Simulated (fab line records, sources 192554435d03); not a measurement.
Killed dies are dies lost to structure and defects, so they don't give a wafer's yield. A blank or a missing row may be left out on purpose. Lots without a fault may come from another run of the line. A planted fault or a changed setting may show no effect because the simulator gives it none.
fab line records | flow n5_finfet
record lots=4 wafers=12 last_day=18
route steps=1938 shown BEOL_M10@1475 PASSIVATION@1936
lots that met no fault: from a run of the same line without faults
start_h: hours from the record's first day to the start of the lot's first wafer shown | wait_h: hours since the lot's step before | " the same as in the row above | L1.1+2: a row that stands for several wafers | - no value, or no start given | * or withheld: withheld | < > ~ a bound
route shown NAME@n: a module of which the file shows steps, and the number in the route of the first | usual: mean/standard deviation of fault-free wafers | same: alike in all rows | chamber/n: place in a boat | sites: the reading at each site | _std_site: their standard deviation | _edge_site: outer sites' mean less inner sites' | radius_mm: how far each site lies from the wafer's centre | mask NAME#n: copy n | behind: the tool/chamber that last shaped the wafer | hold: why the lot was held/for how many hours/how that ended | device: the transistor (n, p or np) that didn't switch | end of line: the same wafers' tests at the end of the route | a step without rows: its recipe alone | killed: dies lost to structure and defects at the first sort, not the wafer's yield | map: a wafer's dies, x killed, . not, _ none there
set.NAME: the setting as run; set.NAME@STEP: as run at that earlier step | model.NAME: the simulator's own value behind a step, which no gauge read
lots at some steps of the route; a table a step, a row a wafer
services: from which hour (start_h, from the record's first day; less than 0 if before it) a tool's chamber was out of use, for how many hours, and why
## steps
# step N5_BEOL_M10_COAT_59
# recipe resist=SOC temp_c=250 time_s=60 spin_rpm=1500 resist_thk_nm=100
# step N5_BEOL_M10_COAT_60
# recipe resist=SiARC temp_c=220 time_s=60 spin_rpm=1500 resist_thk_nm=30
# step N5_BEOL_M10_COAT_05
# recipe resist=CAR-ArF spin_rpm=1500 resist_thk_nm=90
# step N5_BEOL_M10_EBR_07
# recipe solvent=PGMEA ebr_width_mm=1.5
# step N5_BEOL_M10_SOFTBAKE_06
# recipe temp_c=110 time_s=60 resist=CAR-ArF
# step N5_BEOL_M10_EXPOSE_08
# recipe mask_id=M10 na=1.35 source_shape=dipole sigma_inner=0.411 sigma_outer=0.611 polarization=te dose_mj=53.75
# step N5_BEOL_M10_PEB_09
# recipe peb_temp_c=withheld peb_time_s=60 resist=CAR-ArF
# step N5_BEOL_M10_DEVELOP_10
# recipe develop_time_s=30 developer=TMAH resist=CAR-ArF rinse_liquid=diw dry=air_spin dev_temp_c=23
# step N5_BEOL_M10_DESCUM_16
# recipe chemistry=O2 time_s=7.9 source_power_w=50 bias_power_w=20 pressure_mtorr=20 rf_frequency_hz=2.712e+07 temp_c=40 resist=CAR-ArF o2_flow_sccm=225
# step N5_BEOL_M10_ETCH_61
# recipe chemistry=CF4 target=SiARC target_depth_a=390 mask_material=CAR-ArF time_s=65 ion_energy_ev=80 pressure_mtorr=40 source_w=545 bias_w=36 Ar_flow_sccm=100 cf4_flow_sccm=100 ends=cleared
# usual chamber_pressure_mTorr=40.00/0.035 drypump_motor_current_A=5.7/0.4 etch_rf_on_time_s=64.6/1.9 oes_product_au=0.72/0.068 rf_vpp_V=184.4/1.1 showerhead_plenum_p_Torr=2.17/0.056 throttle_valve_pct=15.50/0.18
# columns lot.wafer tool chamber start_h wait_h chamber_pressure_mTorr drypump_motor_current_A etch_rf_on_time_s oes_product_au rf_hours_counter_h rf_vpp_V showerhead_plenum_p_Torr throttle_valve_pct
L936.1 rie_diel-06 2 220.13 0.0 39.99 6.4 65.2 0.79 28 183.5 2.17 15.30
L936.2 " 0 " " 40.06 5.3 66.9 0.58 224 182.8 2.05 15.86
L936.5 " 2 " " 39.99 6.3 65.7 0.77 - 184.3 2.17 15.28
L955.2 rie_diel-06 3 362.35 0.0 39.96 5.7 64.0 0.69 81 184.2 2.16 15.39
L955.3 " 0 " " 40.00 5.3 65.7 0.80 13 186.3 2.30 15.47
L955.4 " 2 " " 39.95 6.4 64.0 0.73 73 186.0 2.15 15.38
L957.3 rie_diel-06 1 362.60 0.0 40.06 6.4 62.7 0.75 60 185.2 2.19 15.38
L957.5 " 0 " " 40.00 5.3 65.2 0.81 - 185.8 2.30 15.46
L957.6 " 1 " " 39.99 6.5 62.5 0.74 - 184.0 2.19 15.40
L958.1 rie_diel-04 1 371.13 0.0 40.05 5.4 64.1 0.75 47 183.1 2.17 15.42
L958.2 " 0 " " 40.00 5.3 63.2 0.73 57 184.0 2.17 15.58
L958.3 " 3 " " 39.99 5.3 62.2 0.77 36 184.4 2.10 15.61
# step N5_BEOL_M10_ETCH_62
# recipe chemistry=N2/H2 target=SOC target_depth_a=1100 overetch_a=220 mask_material=SiARC temp_c=40 time_s=165 ion_energy_ev=200 pressure_mtorr=30 source_w=840 bias_w=150 n2_flow_sccm=200 h2_flow_sccm=200
# step N5_BEOL_M10_STRIP_68
# recipe chemistry=N2/H2 temp_c=40 n2_flow_sccm=200 h2_flow_sccm=200 rf_frequency_hz=6e+07
# step N5_BEOL_M10_STRIP_67
# recipe chemistry=CF4 resist=SiARC power_w=300 bias_power_w=75 pressure_mtorr=50 cf4_flow_sccm=150 rf_frequency_hz=6e+07
# step N5_BEOL_M10_HM_OPEN_17
# recipe chemistry=Cl2/BCl3 target_depth_a=200 overetch_a=60 target=TiN mask_material=SOC ion_energy_ev=150 pressure_mtorr=10 icp_w=1000 bias_w=126 Cl2_flow_sccm=53.25 bcl3_flow_sccm=21.75 Ar_flow_sccm=25
# step N5_BEOL_M10_STRIP_19
# recipe chemistry=O2 power_w=400 temp_c=40 pressure_mtorr=30 rf_frequency_hz=6e+07 bias_power_w=0 overash_fraction=0.2 o2_flow_sccm=225
# step N5_BEOL_M10_COAT_63
# recipe resist=SOC temp_c=250 time_s=60 spin_rpm=1500 resist_thk_nm=100
# step N5_BEOL_M10_COAT_64
# recipe resist=SiARC temp_c=220 time_s=60 spin_rpm=1500 resist_thk_nm=30
# step N5_BEOL_M10_COAT_22
# recipe resist=CAR-ArF spin_rpm=1500 resist_thk_nm=90
# step N5_BEOL_M10_EBR_24
# recipe solvent=PGMEA ebr_width_mm=1.5
# step N5_BEOL_M10_SOFTBAKE_23
# recipe temp_c=110 time_s=60 resist=CAR-ArF
# step N5_BEOL_M10_EXPOSE_25
# recipe mask_id=V9 na=1.35 source_shape=annular sigma_inner=0.5 sigma_outer=0.8 polarization=unpolarized dose_mj=85.5
# step N5_BEOL_M10_PEB_26
# recipe peb_temp_c=withheld peb_time_s=60 resist=CAR-ArF
# step N5_BEOL_M10_DEVELOP_27
# recipe develop_time_s=30 developer=TMAH resist=CAR-ArF rinse_liquid=diw dry=air_spin dev_temp_c=23
# step N5_BEOL_M10_INSPECT_30
# recipe mode=adi inspect_instrument=brightfield
# usual raw_defect_count=390/91
# columns lot.wafer tool chamber start_h wait_h raw_defect_count
L936.1 defect_inspect-02 - 223.74 0.0 409
L936.2 " - " " 382
L936.5 " - " " 477
L955.2 defect_inspect-02 - 364.23 0.0 1691
L955.3 " - " " 1651
L955.4 " - " " 1717
L957.3 defect_inspect-01 - 364.40 0.0 1799
L957.5 " - " " 1788
L957.6 " - " " 1880
L958.1 defect_inspect-01 - 374.59 0.0 359
L958.2 " - " " 371
L958.3 " - " " 445
# step N5_BEOL_M10_DESCUM_33
# recipe chemistry=O2 time_s=7.9 source_power_w=50 bias_power_w=20 pressure_mtorr=20 rf_frequency_hz=2.712e+07 temp_c=40 resist=CAR-ArF o2_flow_sccm=225
# step N5_PASSIVATION_PROBE_49
# usual defect_limited_yield=91.1/1.3 killed_at_M0_to_M3=32/9.7 killed_at_M4_up=16/6 killed_at_contacts=12/5.9 killed_at_front_end=41/11 killed_at_other=4/3.1 killed_dies=104/16 killed_on_rim=14/4 killed_open=68/12 killed_short=34/7.4 sort_bin_5_function=5.1/0.85 sort_bin_6_memory=3.3/0.66 sort_bin_8_speed=0.1/0.53 sort_n_pass=1075/16 sort_yield_pct=91.1/1.4
# same gross_dies=1180 killed_at_back_side=0 sort_bin_4_leakage[%]=0
# columns lot.wafer tool chamber start_h wait_h defect_limited_yield[%] killed_at_M0_to_M3 killed_at_M4_up killed_at_contacts killed_at_front_end killed_at_other killed_dies killed_on_rim killed_open killed_short sort_bin_5_function[%] sort_bin_6_memory[%] sort_bin_8_speed[%] sort_n_pass sort_yield_pct[%]
L936.1 prober-01 - 285.10 0.1 93.6 17 13 10 34 1 75 10 54 19 3.8 2.4 6.0 1034 87.6
L936.2 prober-01 - 285.15 0.2 91.9 24 11 10 49 2 96 11 58 37 4.8 2.9 0 1084 91.9
L936.5 prober-01 - 285.30 0.3 92.0 21 12 17 41 3 94 8 49 40 4.7 3.1 0 1086 92.0
L957.3 prober-02 - 418.30 0.1 81.7 34 124 6 50 2 216 31 53 34 9.3 3.8 0 964 81.7
L957.5 prober-02 - 418.40 0.2 79.9 18 182 3 29 5 237 21 42 22 10.4 4.0 0 943 79.9
L957.6 prober-02 - 418.45 0.3 81.0 32 135 7 48 2 224 37 62 33 9.5 4.2 0 956 81.0
L955.2 prober-01 - 425.34 0.1 75.8 21 167 16 80 2 286 29 78 34 13.7 5.7 0 894 75.8
L955.3 prober-01 - 425.39 0.1 78.6 30 162 15 42 3 252 25 64 36 12.9 4.4 0 928 78.6
L955.4 prober-01 - 425.44 0.2 81.6 28 119 5 63 2 217 45 87 32 9.7 4.2 0 963 81.6
# killed by level:class
L936.1 FIN_SAQP:geometric_particle:open=9 MOL_CONTACT_COAG:geometric_particle:open=9 BEOL_M5:geometric_particle:open=5 DUMMY_GATE:geometric_particle:open=4 BEOL_M0_SAQP:geometric_particle:open=4 BEOL_M1:geometric_particle:open=4 STARTING-WAFER:geometric_particle:open=4 FIN_SAQP:geometric_particle:short=3
L936.2 FIN_SAQP:geometric_particle:open=13 DUMMY_GATE:geometric_particle:open=10 BEOL_M0_SAQP:geometric_particle:short=9 MOL_CONTACT_COAG:geometric_particle:open=7 GATE_CUT:geometric_particle:short=6 BEOL_M0_SAQP:geometric_particle:open=5 STARTING-WAFER:geometric_particle:short=5 STI_FIN_REVEAL:geometric_particle:open=4
L936.5 MOL_CONTACT_COAG:geometric_particle:open=12 FIN_SAQP:geometric_particle:short=9 FIN_SAQP:geometric_particle:open=8 BEOL_M0:geometric_particle:short=7 GATE_CUT:geometric_particle:short=7 BEOL_M0_SAQP:geometric_particle:open=6 BEOL_M4:geometric_particle:open=6 DUMMY_GATE:geometric_particle:open=5
L957.3 BEOL_M10:unspecified=115 HKMG_FIN:area_etch=13 FIN_SAQP:geometric_particle:short=8 STI_FIN_REVEAL:geometric_particle:open=8 BEOL_M1:geometric_particle:short=6 BEOL_M0_SAQP:geometric_particle:short=6 BEOL_M1:geometric_particle:open=6 BEOL_M2:geometric_particle:open=6
L957.5 BEOL_M10:unspecified=167 FIN_SAQP:geometric_particle:short=7 STI_FIN_REVEAL:geometric_particle:open=5 HKMG_FIN:area_etch=5 BEOL_M4:geometric_particle:open=4 MOL_CONTACT_COAG:geometric_particle:open=3 BEOL_M0_SAQP:geometric_particle:open=3 BEOL_M2:geometric_particle:short=3
L957.6 BEOL_M10:unspecified=116 FIN_SAQP:geometric_particle:short=12 HKMG_FIN:area_etch=11 BEOL_M2:geometric_particle:open=10 FIN_SAQP:geometric_particle:open=8 BEOL_M1:geometric_particle:open=7 STI_FIN_REVEAL:geometric_particle:open=7 BEOL_M3:geometric_particle:open=7
L955.2 BEOL_M10:unspecified=161 FIN_SAQP:geometric_particle:open=21 STI_FIN_REVEAL:geometric_particle:open=16 MOL_CONTACT_COAG:geometric_particle:open=11 HKMG_FIN:area_etch=11 BEOL_M0_SAQP:geometric_particle:short=7 FIN_SAQP:geometric_particle:short=6 BEOL_M0_SAQP:geometric_particle:open=6
L955.3 BEOL_M10:unspecified=151 MOL_CONTACT_COAG:geometric_particle:open=14 FIN_SAQP:geometric_particle:short=12 BEOL_M0_SAQP:geometric_particle:short=12 FIN_SAQP:geometric_particle:open=7 DUMMY_GATE:geometric_particle:open=6 STI_FIN_REVEAL:geometric_particle:open=5 BEOL_M2:geometric_particle:open=5
L955.4 BEOL_M10:unspecified=91 BEOL_M4:geometric_particle:open=18 FIN_SAQP:geometric_particle:open=15 STI_FIN_REVEAL:geometric_particle:open=12 DUMMY_GATE:geometric_particle:open=11 BEOL_M0_SAQP:geometric_particle:open=11 FIN_SAQP:geometric_particle:short=8 BEOL_M0_SAQP:geometric_particle:short=7
# map L955.2 (x killed, . not)
_________________.x..........________________
______________..........xx...xx._____________
___________................xx....x.__________
__________...x..............x......._________
________.......x......................_______
_______..........x....x...........x..x.______
______.....x..x....xx.....x............._____
_____.x.x.....................x.x........____
____..xx....................x...xx..xx...x___
___....x.....xx...........x....x...........__
___......xx.....x...........x..............__
__......x...............x..x.x....xx........_
__.................x.x...x.......x....x.x..._
_......x....xx.x.............x...............
_....x................x.........x...x........
_.......x..............x...x.................
_...x.x...........x.....................x.x.x
_...x......x............x...x...xxx.......x..
_..x......x...............x..........x.......
_.....x.....x.x....x.......x.x.x.x.....x.....
_.........x...........x....xx.xxxx.x.xx..xx..
__.....x...x.x........x..x.xxxxxxx.x.xx....._
__......x......x........xx.xxxxxxxxxxx......_
___..............x.....xx.xxxxxxxxxxxxxx...__
___..........x.......x..xxxxxxxxxxxxxxx....__
____....x..............xxxxxxxxxxxxxxxxx..___
_____.....x..........xxxxxxxxxxxxxxxxxxxx____
______...x.........x...xxxxxxxxxxxxxxxxx_____
_______............x....xxxxxxxxxxxxxxx______
________.x.......x......xxxxxxxxxxxxxx_______
__________...............xxxxxxxxxxx_________
___________....xx......x...x..xxxxx__________
______________........x...x.xxxx_____________
_________________........x...________________
# map L957.5 (x killed, . not)
_________________...x..x.....________________
______________.................._____________
___________....x.x.......x.......x.__________
__________x........................._________
________............x...........x....._______
_______................................______
______.................................._____
_____...........x.....................xx.____
____...........x............x...x.........___
___...x....................................__
___..x........x......x..........x........x.__
__...............x.x..........x..x.........._
__..x........x.x............................_
_..........................x.................
_.x.x.....................x..................
_...x..........................x.............
_......xxxxxxx...........x........x...x.....x
_.....x..xxxxxx.xx.............x.............
_...xxx.xxxxxxxxxx......x........x...........
_....xxxxxxxxxxxxx.x.........................
_....xxxxxxxxxxxxxx.x........................
__..xxxxxxxxxxxxxxxx.........x.............._
__...xxxxxxxxxxxxxx.xx......x..............._
___xxxxxxxxxxxxxxxxx......................x__
___.xxxxxxxxxxxxxx...........x.............__
____.xxxxxxxxxxxxxxx......x...............___
_____xxxxxxxxxxxxxx...............x......____
______xx.xxxxxx.x...x....x........x.x.x._____
_______xxxxxxx.x..x..x..x..x.xx........______
________.x.xx..x.....x................_______
__________...x.x.......x...........x_________
___________x.............x.........__________
______________................x._____________
_________________............________________
## services
# columns tool chamber start_h hours kind
rie_diel-04 0 197.28 - clean
rie_diel-04 0 197.28 - consumable_replace:focus_ring
rie_diel-04 0 197.28 12.2 scheduled_down
rie_diel-04 0 197.28 12.2 vent_cycle
rie_diel-04 1 229.60 - clean
rie_diel-04 1 229.60 - consumable_replace:focus_ring
rie_diel-04 1 229.60 21.3 scheduled_down
rie_diel-04 1 229.60 21.3 vent_cycle
rie_diel-04 3 250.90 - clean
rie_diel-04 3 250.90 - consumable_replace:focus_ring
rie_diel-04 3 250.90 25.0 scheduled_down
rie_diel-04 3 250.90 25.0 vent_cycle
rie_diel-04 1 252.29 3.0 repair
rie_diel-06 2 275.94 2.5 repair
rie_diel-06 0 300.33 - clean
rie_diel-06 0 300.33 - consumable_replace:focus_ring
rie_diel-06 0 300.33 - consumable_replace:showerhead
rie_diel-06 0 300.33 15.9 scheduled_down
rie_diel-06 0 300.33 15.9 vent_cycle
## key
first_sign step=N5_BEOL_M10_INSPECT_30 reading=raw_defect_count direction=up sigmas=15 usual=390 struck=1754
effect step=N5_PASSIVATION_PROBE_49 reading=killed_at_M4_up direction=up sigmas=22 usual=16 struck=148
more_kills_born_at N5_BEOL_M10_ETCH_61@rie_diel-06=801
met_at N5_BEOL_M10_ETCH_61
struck_wafers L955.2,L955.3,L955.4,L957.3,L957.5,L957.6
baseline_loss step=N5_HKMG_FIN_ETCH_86 wafers=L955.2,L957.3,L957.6
onset_between 220.13 362.35
fault kind=chamber_particle_source tool=rie_diel-06 chamber=- onset_h=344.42 steps=N5_BEOL_M10_ETCH_61 rate_per_visit_cm2=2.2076 end_h=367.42
# baseline_loss: these wafers lose ten dies or more at that step, a loss of the line's own and not of a fault; the sort's usual values leave them out
